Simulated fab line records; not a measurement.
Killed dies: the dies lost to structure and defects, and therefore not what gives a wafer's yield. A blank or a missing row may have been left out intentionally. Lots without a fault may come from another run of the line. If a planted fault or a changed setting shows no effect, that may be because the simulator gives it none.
Chamber matching    flow nand harc    NHARC_A_CHANNEL_FILL_D1_ALD_02 on ald hk-03 has 4 sister chambers
The step deposits SiO2, target thk 6 nm, pulse time 10 s, ald cycles 60. 8 wafers are shown with their chamber, then 9 later ones without.

== WAFERS WITH THEIR CHAMBER ==
wafer   chamber  heater power w (W)  susceptor temp C (C)
L076.6  3        415                 299.74
L082.4  2        566                 299.86
L082.5  2        567                 300.11
L084.1  0        505                 299.93
L084.5  1        454                 300.14
L086.1  1        445                 300.00
L086.2  3        424                 299.95
L086.3  0        504                 300.17

== WAFERS WITH NO CHAMBER GIVEN ==
wafer   heater power w (W)  susceptor temp C (C)
L088.4  580                 300.21
L088.5  585                 300.14
L088.6  416                 300.09
L085.4  451                 300.15
L085.5  443                 300.02
L085.6  591                 300.04
L090.2  596                 299.95
L090.4  454                 299.90
L090.5  570                 300.09

== CHAMBER TAKEN BY EACH ==
wafer   from the rows above  in truth
L088.4  2                    2
L088.5  2                    2
L088.6  3                    3
L085.4  1                    1
L085.5  1                    1
L085.6  2                    2
L090.2  2                    2
L090.4  1                    1
L090.5  2                    2
Placed correctly: 9 of 9. Not placeable from these rows: 0. Placed wrongly: 0.
How it was worked out, from the rows above alone: a wafer's distance from a chamber is the root of the sum, over the readings, of the square of ((its reading less the chamber's mean) divided by the reading's scatter). The wafer belongs to the nearest chamber; if the next one is less than 2 further off, it can't be placed. Each chamber's mean is taken over the wafers shown for it. How the scatter is found: for the shown wafers, subtract from each reading the mean of its chamber, square and add these, divide the total by (wafers less chambers), then take the root.
